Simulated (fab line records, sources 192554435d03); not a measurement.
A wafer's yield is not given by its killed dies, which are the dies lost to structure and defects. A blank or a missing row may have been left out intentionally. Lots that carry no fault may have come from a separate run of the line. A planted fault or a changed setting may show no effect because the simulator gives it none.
Which tool did it? + flow n5_finfet + 72 wafers from 24 lots sampled at 6 of the route's 1938 steps

## WHAT EACH GAUGE READ, for each wafer
Not one reading of a measure or inspect step in the record can be checked against a usual standard deviation.

## EACH LOT AND THE TOOL THAT RAN IT (in order: tool; ch and the chambers of the sampled wafers; start)
| lot  | N5_SD_EPI_N_ETCH_35               | N5_SD_ACTIVATION_LSA_01           | N5_HKMG_FIN_HK_ALD_01           | N5_HKMG_FIN_ALD_74              | N5_HKMG_FIN_ETCH_54               | N5_HKMG_FIN_STRIP_60                |
|------|-----------------------------------|-----------------------------------|---------------------------------|---------------------------------|-----------------------------------|-------------------------------------|
| L074 | rie_diel-01 ch 1,2,3, day 3 03:45 | laser_anneal-01 ch 0, day 3 12:14 | ald_hk-03 ch 0,1,2, day 4 06:16 | ald_hk-02 ch 0,1,2, day 4 06:45 | rie_diel-04 ch 2,3, day 4 07:25   | plasma_asher-02 ch 0,1, day 4 08:23 |
| L075 | rie_diel-01 ch 2,3, day 3 06:37   | laser_anneal-02 ch 0, day 3 14:47 | ald_hk-01 ch 0,1, day 4 06:26   | ald_hk-03 ch 0,1,2, day 4 06:51 | rie_diel-05 ch 0,3, day 4 07:35   | plasma_asher-01 ch 0,1, day 4 08:25 |
| L076 | rie_diel-05 ch 0,1,2, day 3 11:48 | laser_anneal-01 ch 0, day 3 20:26 | ald_hk-01 ch 1,2, day 4 08:20   | ald_hk-02 ch 0,3, day 4 08:45   | rie_diel-05 ch 0,2,3, day 4 09:17 | plasma_asher-01 ch 0,1, day 4 10:08 |
| L077 | rie_diel-05 ch 1,2, day 3 17:52   | laser_anneal-02 ch 0, day 4 02:22 | ald_hk-03 ch 0,2, day 4 14:22   | ald_hk-01 ch 0,2, day 4 14:49   | rie_diel-01 ch 0,2, day 4 15:21   | plasma_asher-01 ch 0,1, day 4 16:11 |
| L078 | rie_diel-04 ch 0,1, day 4 02:02   | laser_anneal-01 ch 0, day 4 10:33 | ald_hk-02 ch 0,1, day 5 02:05   | ald_hk-03 ch 0,3, day 5 02:29   | rie_diel-01 ch 1,3, day 5 03:08   | plasma_asher-02 ch 0,1, day 5 03:59 |
| L079 | rie_diel-05 ch 0,1,3, day 4 06:28 | laser_anneal-02 ch 0, day 4 15:01 | ald_hk-01 ch 1,2,3, day 5 06:24 | ald_hk-02 ch 0,1,3, day 5 06:48 | rie_diel-04 ch 0,1,2, day 5 07:37 | plasma_asher-01 ch 0,1, day 5 08:28 |
| L080 | rie_diel-05 ch 0,3, day 4 16:28   | laser_anneal-01 ch 0, day 5 02:01 | ald_hk-03 ch 0,1,3, day 5 14:02 | ald_hk-01 ch 0,3, day 5 14:30   | rie_diel-05 ch 0,1, day 5 15:02   | plasma_asher-01 ch 0,1, day 5 15:53 |
| L081 | rie_diel-01 ch 0,1,3, day 4 23:42 | laser_anneal-02 ch 0, day 5 09:29 | ald_hk-02 ch 0,1, day 5 23:35   | ald_hk-03 ch 1,3, day 6 00:08   | rie_diel-04 ch 1,2,3, day 6 01:16 | plasma_asher-02 ch 0,1, day 6 02:07 |
| L082 | rie_diel-01 ch 0,1,3, day 5 04:28 | laser_anneal-01 ch 0, day 5 12:47 | ald_hk-01 ch 0,2, day 6 01:29   | ald_hk-02 ch 1,2,3, day 6 01:53 | rie_diel-04 ch 0,1, day 6 02:43   | plasma_asher-01 ch 0,1, day 6 03:33 |
| L083 | rie_diel-01 ch 0,1,2, day 5 11:49 | laser_anneal-02 ch 0, day 5 20:20 | ald_hk-03 ch 1,2,3, day 6 08:08 | ald_hk-01 ch 0,1,2, day 6 08:32 | rie_diel-04 ch 2,3, day 6 09:22   | plasma_asher-02 ch 0,1, day 6 10:13 |
| L084 | rie_diel-04 ch 0,1, day 5 20:30   | laser_anneal-01 ch 0, day 6 04:59 | ald_hk-02 ch 1,2,3, day 6 17:44 | ald_hk-03 ch 0,3, day 6 18:08   | rie_diel-05 ch 0,2,3, day 6 19:13 | plasma_asher-01 ch 0,1, day 6 20:04 |
| L085 | rie_diel-05 ch 0,2, day 6 01:07   | laser_anneal-02 ch 0, day 6 11:24 | ald_hk-01 ch 0,3, day 7 00:13   | ald_hk-02 ch 1,2,3, day 7 00:45 | rie_diel-05 ch 2,3, day 7 01:44   | plasma_asher-02 ch 0,1, day 7 02:35 |
| L086 | rie_diel-05 ch 2,3, day 6 06:02   | laser_anneal-01 ch 0, day 6 15:20 | ald_hk-03 ch 1,2,3, day 7 03:28 | ald_hk-01 ch 0,1, day 7 03:58   | rie_diel-04 ch 0,3, day 7 05:13   | plasma_asher-02 ch 0,1, day 7 06:11 |
| L087 | rie_diel-05 ch 2,3, day 6 09:52   | laser_anneal-02 ch 0, day 6 18:10 | ald_hk-02 ch 0,2,3, day 7 07:07 | ald_hk-03 ch 2,3, day 7 07:31   | rie_diel-01 ch 0,1,3, day 7 08:07 | plasma_asher-01 ch 0,1, day 7 08:58 |
| L088 | rie_diel-01 ch 0,3, day 6 13:01   | laser_anneal-01 ch 0, day 6 22:10 | ald_hk-01 ch 1,2, day 7 10:52   | ald_hk-02 ch 1,2, day 7 11:18   | rie_diel-04 ch 0,1,3, day 7 12:15 | plasma_asher-01 ch 0,1, day 7 13:05 |
| L089 | rie_diel-01 ch 2,3, day 6 19:37   | laser_anneal-02 ch 0, day 7 04:50 | ald_hk-01 ch 1,2, day 7 17:11   | ald_hk-02 ch 0,1,3, day 7 17:42 | rie_diel-01 ch 0,1, day 7 18:35   | plasma_asher-02 ch 0,1, day 7 19:26 |
| L090 | rie_diel-04 ch 0,2,3, day 7 01:56 | laser_anneal-02 ch 0, day 7 10:35 | ald_hk-01 ch 1,2,3, day 7 23:23 | ald_hk-02 ch 0,1,2, day 7 23:49 | rie_diel-04 ch 1,3, day 8 00:29   | plasma_asher-02 ch 0,1, day 8 01:19 |
| L091 | rie_diel-04 ch 1,3, day 7 06:19   | laser_anneal-01 ch 0, day 7 15:29 | ald_hk-01 ch 0,1,2, day 8 03:29 | ald_hk-02 ch 1,3, day 8 04:04   | rie_diel-05 ch 0,1,2, day 8 04:44 | plasma_asher-01 ch 0,1, day 8 05:42 |
| L092 | rie_diel-05 ch 0,2,3, day 7 12:06 | laser_anneal-02 ch 0, day 7 21:20 | ald_hk-01 ch 0,2,3, day 8 09:44 | ald_hk-02 ch 0,1,2, day 8 10:08 | rie_diel-05 ch 0,2,3, day 8 10:48 | plasma_asher-01 ch 0,1, day 8 11:46 |
| L093 | rie_diel-01 ch 0,1,3, day 7 17:51 | laser_anneal-01 ch 0, day 8 03:37 | ald_hk-02 ch 0,2,3, day 8 17:23 | ald_hk-03 ch 2,3, day 8 17:47   | rie_diel-04 ch 0,1,3, day 8 18:20 | plasma_asher-01 ch 0, day 8 19:10   |
| L094 | rie_diel-01 ch 0,1,3, day 8 03:19 | laser_anneal-02 ch 0, day 8 13:18 | ald_hk-02 ch 0,1,2, day 9 01:23 | ald_hk-03 ch 1,2,3, day 9 01:53 | rie_diel-01 ch 1,2,3, day 9 02:33 | plasma_asher-02 ch 0,1, day 9 03:23 |
| L095 | rie_diel-05 ch 1,3, day 8 11:56   | laser_anneal-01 ch 0, day 8 20:16 | ald_hk-01 ch 1,2, day 9 08:52   | ald_hk-02 ch 1,2, day 9 09:17   | rie_diel-01 ch 0,1,3, day 9 09:49 | plasma_asher-01 ch 0,1, day 9 10:40 |
| L096 | rie_diel-05 ch 1,2, day 8 13:08   | laser_anneal-02 ch 0, day 8 21:44 | ald_hk-03 ch 0,2,3, day 9 09:53 | ald_hk-01 ch 0,1,2, day 9 10:22 | rie_diel-01 ch 1,2, day 9 11:02   | plasma_asher-02 ch 0,1, day 9 11:52 |
| L097 | rie_diel-04 ch 0,3, day 8 21:04   | laser_anneal-01 ch 0, day 9 06:20 | ald_hk-02 ch 0,2,3, day 9 20:53 | ald_hk-03 ch 0,3, day 9 21:27   | rie_diel-05 ch 1,2,3, day 9 22:17 | plasma_asher-01 ch 0,1, day 9 23:08 |
- N5_SD_EPI_N_ETCH_35: etches SOC in N2/H2, overetch 108 nm, time 486 s.
- N5_SD_ACTIVATION_LSA_01: time 0.0008 s.
- N5_HKMG_FIN_HK_ALD_01: deposits HfO2, target thk 1.6 nm, pulse time 3 s, purge time 3 s.
- N5_HKMG_FIN_ALD_74: deposits La2O3, target thk 0.5 nm, pulse time 6 s, co reactant pulse time 1 s.
- N5_HKMG_FIN_ETCH_54: etches SiARC in CF4, target depth 45.5 nm, time 75.8 s.
- N5_HKMG_FIN_STRIP_60: strips in N2/H2, time 360 s.

## AS READ BY THE TOOLS THEMSELVES (means over the sampled wafers that have a number; for cases with no such wafer, the mark the record gives instead)
N5_SD_EPI_N_ETCH_35. Usual: drypump_motor_current_A 6.0 A, standard deviation 0.4; oes_product_au 0.72 a.u., standard deviation 0.08; rf_vpp_V 241.2 V, standard deviation 1.4; showerhead_plenum_p_Torr 2.58 Torr, standard deviation 0.091; throttle_valve_pct 23.8 %, standard deviation 0.44.
| lot  | tool        | drypump_motor_current_A (A) | oes_product_au (a.u.) | rf_vpp_V (V) | showerhead_plenum_p_Torr (Torr) | throttle_valve_pct (%) | flag |
|------|-------------|-----------------------------|-----------------------|--------------|---------------------------------|------------------------|------|
| L074 | rie_diel-01 | 6.0                         | 0.67                  | 241.2        | 2.54                            | 23.7                   |      |
| L075 | rie_diel-01 | 5.8                         | 0.69                  | 240.4        | 2.55                            | 23.5                   |      |
| L076 | rie_diel-05 | 5.9                         | 0.75                  | 240.8        | 2.57                            | 23.7                   |      |
| L077 | rie_diel-05 | 5.9                         | 0.77                  | 241.2        | 2.54                            | 24.0                   |      |
| L078 | rie_diel-04 | 5.9                         | 0.79                  | 239.7        | 2.59                            | 24.2                   |      |
| L079 | rie_diel-05 | 6.2                         | 0.67                  | 240.3        | 2.49                            | 23.7                   |      |
| L080 | rie_diel-05 | 6.0                         | 0.73                  | 241.4        | 2.58                            | 23.2                   |      |
| L081 | rie_diel-01 | 6.2                         | 0.70                  | 241.5        | 2.59                            | 23.9                   |      |
| L082 | rie_diel-01 | 6.2                         | 0.69                  | 241.3        | 2.59                            | 23.9                   |      |
| L083 | rie_diel-01 | 5.9                         | 0.69                  | 241.3        | 2.59                            | 24.0                   |      |
| L084 | rie_diel-04 | 5.9                         | 0.77                  | 241.8        | 2.59                            | 24.2                   |      |
| L085 | rie_diel-05 | 5.8                         | 0.80                  | 242.6        | 2.62                            | 23.5                   |      |
| L086 | rie_diel-05 | 6.4                         | 0.84                  | 242.7        | 2.66                            | 23.4                   |      |
| L087 | rie_diel-05 | 6.4                         | 0.84                  | 242.4        | 2.66                            | 23.5                   |      |
| L088 | rie_diel-01 | 6.3                         | 0.71                  | 240.7        | 2.60                            | 23.7                   |      |
| L089 | rie_diel-01 | 6.1                         | 0.68                  | 239.7        | 2.54                            | 23.4                   |      |
| L090 | rie_diel-04 | 5.5                         | 0.66                  | 241.1        | 2.56                            | 23.9                   |      |
| L091 | rie_diel-04 | 5.9                         | 0.70                  | 241.0        | 2.61                            | 24.0                   |      |
| L092 | rie_diel-05 | 6.1                         | 0.78                  | 242.5        | 2.65                            | 23.4                   |      |
| L093 | rie_diel-01 | 6.2                         | 0.68                  | 241.4        | 2.58                            | 23.9                   |      |
| L094 | rie_diel-01 | 6.2                         | 0.68                  | 240.3        | 2.58                            | 24.0                   |      |
| L095 | rie_diel-05 | 6.4                         | 0.81                  | 242.7        | 2.71                            | 24.0                   |      |
| L096 | rie_diel-05 | 5.9                         | 0.79                  | 241.3        | 2.63                            | 24.0                   |      |
| L097 | rie_diel-04 | 5.3                         | 0.61                  | 240.1        | 2.54                            | 24.0                   |      |

N5_SD_ACTIVATION_LSA_01. Usual: wafer_temp_C_max 1084.6, standard deviation 0.85.
| lot  | tool            | wafer_temp_C_max | flag |
|------|-----------------|------------------|------|
| L074 | laser_anneal-01 | 1085.1           |      |
| L075 | laser_anneal-02 | 1084.1           |      |
| L076 | laser_anneal-01 | 1084.1           |      |
| L077 | laser_anneal-02 | 1084.3           |      |
| L078 | laser_anneal-01 | 1086.3           |      |
| L079 | laser_anneal-02 | 1084.8           |      |
| L080 | laser_anneal-01 | 1084.5           |      |
| L081 | laser_anneal-02 | 1084.0           |      |
| L082 | laser_anneal-01 | 1085.0           |      |
| L083 | laser_anneal-02 | 1084.1           |      |
| L084 | laser_anneal-01 | 1084.6           |      |
| L085 | laser_anneal-02 | 1084.5           |      |
| L086 | laser_anneal-01 | 1085.0           |      |
| L087 | laser_anneal-02 | 1084.7           |      |
| L088 | laser_anneal-01 | 1084.6           |      |
| L089 | laser_anneal-02 | 1084.3           |      |
| L090 | laser_anneal-02 | 1082.6           |      |
| L091 | laser_anneal-01 | 1084.9           |      |
| L092 | laser_anneal-02 | 1084.0           |      |
| L093 | laser_anneal-01 | 1085.9           |      |
| L094 | laser_anneal-02 | 1084.7           |      |
| L095 | laser_anneal-01 | 1085.7           |      |
| L096 | laser_anneal-02 | 1084.1           |      |
| L097 | laser_anneal-01 | 1085.1           |      |

N5_HKMG_FIN_HK_ALD_01. Usual: precursor_pulse_height_rel 1.000, standard deviation 0.019.
| lot  | tool      | precursor_pulse_height_rel | flag |
|------|-----------|----------------------------|------|
| L074 | ald_hk-03 | 1.006                      |      |
| L075 | ald_hk-01 | 1.006                      |      |
| L076 | ald_hk-01 | 0.979                      |      |
| L077 | ald_hk-03 | 1.002                      |      |
| L078 | ald_hk-02 | 1.007                      |      |
| L079 | ald_hk-01 | 0.983                      |      |
| L080 | ald_hk-03 | 1.012                      |      |
| L081 | ald_hk-02 | 0.996                      |      |
| L082 | ald_hk-01 | 0.993                      |      |
| L083 | ald_hk-03 | 1.002                      |      |
| L084 | ald_hk-02 | 0.993                      |      |
| L085 | ald_hk-01 | 0.999                      |      |
| L086 | ald_hk-03 | 0.992                      |      |
| L087 | ald_hk-02 | 0.990                      |      |
| L088 | ald_hk-01 | 1.007                      |      |
| L089 | ald_hk-01 | 0.991                      |      |
| L090 | ald_hk-01 | 1.003                      |      |
| L091 | ald_hk-01 | 1.000                      |      |
| L092 | ald_hk-01 | 0.989                      |      |
| L093 | ald_hk-02 | 0.990                      |      |
| L094 | ald_hk-02 | 1.006                      |      |
| L095 | ald_hk-01 | 0.984                      |      |
| L096 | ald_hk-03 | 1.020                      |      |
| L097 | ald_hk-02 | 1.012                      |      |

N5_HKMG_FIN_ALD_74. Usual: heater_power_w 331 W, standard deviation 42; precursor_pulse_height_rel 1.000, standard deviation 0.019.
| lot  | tool      | heater_power_w (W) | precursor_pulse_height_rel | flag |
|------|-----------|--------------------|----------------------------|------|
| L074 | ald_hk-02 | 316                | 0.990                      |      |
| L075 | ald_hk-03 | 377                | 0.996                      |      |
| L076 | ald_hk-02 | 344                | 1.007                      |      |
| L077 | ald_hk-01 | 357                | 1.005                      |      |
| L078 | ald_hk-03 | 346                | 0.978                      |      |
| L079 | ald_hk-02 | 335                | 1.016                      |      |
| L080 | ald_hk-01 | 288                | 1.023                      |      |
| L081 | ald_hk-03 | 332                | 0.997                      |      |
| L082 | ald_hk-02 | 306                | 1.012                      |      |
| L083 | ald_hk-01 | 351                | 1.008                      |      |
| L084 | ald_hk-03 | 337                | 1.012                      |      |
| L085 | ald_hk-02 | 311                | 0.998                      |      |
| L086 | ald_hk-01 | 349                | 0.990                      |      |
| L087 | ald_hk-03 | 312                | 0.993                      |      |
| L088 | ald_hk-02 | 303                | 0.991                      |      |
| L089 | ald_hk-02 | 335                | 0.996                      |      |
| L090 | ald_hk-02 | 318                | 1.002                      |      |
| L091 | ald_hk-02 | 329                | 1.020                      |      |
| L092 | ald_hk-02 | 315                | 0.983                      |      |
| L093 | ald_hk-03 | 313                | 0.992                      |      |
| L094 | ald_hk-03 | 353                | 0.989                      |      |
| L095 | ald_hk-02 | 281                | 0.999                      |      |
| L096 | ald_hk-01 | 349                | 1.007                      |      |
| L097 | ald_hk-03 | 319                | 1.001                      |      |

N5_HKMG_FIN_ETCH_54. Usual: drypump_motor_current_A 5.9 A, standard deviation 0.44; etch_rf_on_time_s 75.6 s, standard deviation 2; oes_product_au 0.68 a.u., standard deviation 0.077; rf_vpp_V 184.6 V, standard deviation 1.2; showerhead_plenum_p_Torr 2.17 Torr, standard deviation 0.067; throttle_valve_pct 15.56 %, standard deviation 0.23.
| lot  | tool        | drypump_motor_current_A (A) | etch_rf_on_time_s (s) | oes_product_au (a.u.) | rf_vpp_V (V) | showerhead_plenum_p_Torr (Torr) | throttle_valve_pct (%) | flag |
|------|-------------|-----------------------------|-----------------------|-----------------------|--------------|---------------------------------|------------------------|------|
| L074 | rie_diel-04 | 5.7                         | 73.5                  | 0.65                  | 184.3        | 2.19                            | 15.59                  |      |
| L075 | rie_diel-05 | 6.4                         | 73.5                  | 0.66                  | 183.9        | 2.10                            | 15.53                  |      |
| L076 | rie_diel-05 | 6.1                         | 74.8                  | 0.73                  | 184.2        | 2.16                            | 15.42                  |      |
| L077 | rie_diel-01 | 6.0                         | 76.9                  | 0.70                  | 184.2        | 2.23                            | 15.43                  |      |
| L078 | rie_diel-01 | 6.2                         | 78.5                  | 0.62                  | 183.4        | 2.13                            | 15.52                  |      |
| L079 | rie_diel-04 | 5.7                         | 76.2                  | 0.70                  | 183.9        | 2.16                            | 15.59                  |      |
| L080 | rie_diel-05 | 5.9                         | 75.0                  | 0.69                  | 185.7        | 2.18                            | 15.46                  |      |
| L081 | rie_diel-04 | 5.9                         | 74.3                  | 0.71                  | 184.0        | 2.18                            | 15.54                  |      |
| L082 | rie_diel-04 | 5.9                         | 75.7                  | 0.73                  | 184.7        | 2.16                            | 15.61                  |      |
| L083 | rie_diel-04 | 5.6                         | 73.6                  | 0.65                  | 185.0        | 2.19                            | 15.61                  |      |
| L084 | rie_diel-05 | 6.1                         | 74.7                  | 0.77                  | 185.7        | 2.24                            | 15.29                  |      |
| L085 | rie_diel-05 | 6.1                         | 76.5                  | 0.77                  | 184.7        | 2.21                            | 15.35                  |      |
| L086 | rie_diel-04 | 5.4                         | 72.8                  | 0.61                  | 184.7        | 2.16                            | 15.76                  |      |
| L087 | rie_diel-01 | 6.2                         | 77.2                  | 0.64                  | 184.5        | 2.17                            | 15.57                  |      |
| L088 | rie_diel-04 | 5.7                         | 75.1                  | 0.65                  | 185.3        | 2.16                            | 15.69                  |      |
| L089 | rie_diel-01 | 6.1                         | 76.9                  | 0.67                  | 184.9        | 2.21                            | 15.61                  |      |
| L090 | rie_diel-04 | 6.1                         | 74.9                  | 0.72                  | 185.7        | 2.18                            | 15.56                  |      |
| L091 | rie_diel-05 | 5.9                         | 75.1                  | 0.75                  | 185.4        | 2.24                            | 15.40                  |      |
| L092 | rie_diel-05 | 6.1                         | 75.0                  | 0.74                  | 185.8        | 2.23                            | 15.31                  |      |
| L093 | rie_diel-04 | 5.7                         | 75.1                  | 0.65                  | 184.6        | 2.15                            | 15.72                  |      |
| L094 | rie_diel-01 | 5.9                         | 77.2                  | 0.61                  | 183.8        | 2.12                            | 15.61                  |      |
| L095 | rie_diel-01 | 6.2                         | 78.3                  | 0.62                  | 184.9        | 2.17                            | 15.60                  |      |
| L096 | rie_diel-01 | 5.6                         | 75.5                  | 0.61                  | 183.5        | 2.12                            | 15.66                  |      |
| L097 | rie_diel-05 | 6.2                         | 75.3                  | 0.74                  | 185.3        | 2.23                            | 15.46                  |      |

N5_HKMG_FIN_STRIP_60. Usual: drypump_motor_current_A 6.02 A, standard deviation 0.29; heater_power_w 436 W, standard deviation 21.
| lot  | tool            | drypump_motor_current_A (A) | heater_power_w (W) | flag |
|------|-----------------|-----------------------------|--------------------|------|
| L074 | plasma_asher-02 | 6.19                        | 434                |      |
| L075 | plasma_asher-01 | 6.06                        | 439                |      |
| L076 | plasma_asher-01 | 6.05                        | 442                |      |
| L077 | plasma_asher-01 | 5.89                        | 456                |      |
| L078 | plasma_asher-02 | 6.19                        | 426                |      |
| L079 | plasma_asher-01 | 6.07                        | 436                |      |
| L080 | plasma_asher-01 | 5.90                        | 451                |      |
| L081 | plasma_asher-02 | 5.97                        | 417                |      |
| L082 | plasma_asher-01 | 5.90                        | 453                |      |
| L083 | plasma_asher-02 | 5.97                        | 424                |      |
| L084 | plasma_asher-01 | 6.07                        | 432                |      |
| L085 | plasma_asher-02 | 5.98                        | 425                |      |
| L086 | plasma_asher-02 | 5.97                        | 412                |      |
| L087 | plasma_asher-01 | 6.07                        | 432                |      |
| L088 | plasma_asher-01 | 5.91                        | 453                |      |
| L089 | plasma_asher-02 | 6.20                        | 424                |      |
| L090 | plasma_asher-02 | 5.96                        | 418                |      |
| L091 | plasma_asher-01 | 6.09                        | 444                |      |
| L092 | plasma_asher-01 | 5.91                        | 447                |      |
| L093 | plasma_asher-01 | 6.24                        | 417                |      |
| L094 | plasma_asher-02 | 6.18                        | 425                |      |
| L095 | plasma_asher-01 | 5.90                        | 447                |      |
| L096 | plasma_asher-02 | 5.96                        | 417                |      |
| L097 | plasma_asher-01 | 5.91                        | 446                |      |

## THE ANSWER, worked out from the rows above alone
Rule: take the mean of a lot's wafers that have a number; if it is more than 3 standard deviations from the usual mean, the lot is off. Also off: a lot with no number at a reading for which 4 or more lots have one. The other lots that the step has rows for count as sound. After the gauges, taken in route order, come the tools' own readings; for these a lot's mean is taken, as printed above. At the first step where some lot is off, the reading lying furthest off is the one used; lots without a number count as furthest.
Nothing can be told from this: no lot is off at any reading shown.

## WHAT THE SIMULATOR HAD PUT IN
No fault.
